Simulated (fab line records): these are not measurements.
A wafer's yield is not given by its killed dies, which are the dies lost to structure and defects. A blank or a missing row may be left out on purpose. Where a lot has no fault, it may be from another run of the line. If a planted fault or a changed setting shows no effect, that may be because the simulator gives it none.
Which tool was responsible?    flow n5Finfet    10 lots with 30 wafers sampled at 2 steps, on a route of 1938 steps

WHAT THE GAUGES SHOWED, per wafer
N5_BEOL_M9_INSPECT_13: inspects for defects (brightfield).
lot   measured      on                rawDefectCount
L362  day 10 08:19  defectInspect-02  538 326 286
L363  day 10 20:07  defectInspect-01  320 389 426
L370  day 12 16:32  defectInspect-01  235 250 233
L377  day 13 19:40  defectInspect-02  434 351 457
L376  day 14 04:32  defectInspect-02  397 712 568
L378  day 14 15:20  defectInspect-01  369 330 266
L379  day 14 19:51  defectInspect-01  426 379 343
L382  day 15 07:51  defectInspect-02  458 452 371
L383  day 15 16:23  defectInspect-02  438 401 535
L384  day 15 21:35  defectInspect-02  495 379 353

EACH LOT AND THE TOOL THAT RAN IT (in order: tool; ch and the chambers of the sampled wafers; start)
lot   N5_BEOL_M8_DEGAS_44
L362  pvdSputter-02, day 10 02:46
L363  pvdSputter-01, day 10 13:33
L370  pvdSputter-02, day 12 10:43
L377  pvdSputter-02, day 13 15:35
L376  pvdSputter-01, day 13 23:53
L378  pvdSputter-03, day 14 10:32
L379  pvdSputter-02, day 14 13:53
L382  pvdSputter-01, day 15 03:30
L383  pvdSputter-03, day 15 11:57
L384  pvdSputter-01, day 15 16:08
- N5_BEOL_M8_DEGAS_44: time 60 s.

THE ANSWER, worked out from the rows above alone
Rule: the lots themselves supply what counts as usual. Put in order of their means at a reading, lots are off if they are a third of the lots or fewer, leave a main group of 4 or more, and stand apart from it by a gap of 3 or more times the standard deviation of the main group's means; of several such gaps the widest counts. Not used: any main group whose means are identical at the precision the tables above print for the reading. Also off: a lot with no number at a reading for which 4 or more lots have one. The other lots that the step has rows for count as sound.
None of the lots is off at any reading shown; this tells nothing.

WHAT HAD BEEN PUT IN BY THE SIMULATOR
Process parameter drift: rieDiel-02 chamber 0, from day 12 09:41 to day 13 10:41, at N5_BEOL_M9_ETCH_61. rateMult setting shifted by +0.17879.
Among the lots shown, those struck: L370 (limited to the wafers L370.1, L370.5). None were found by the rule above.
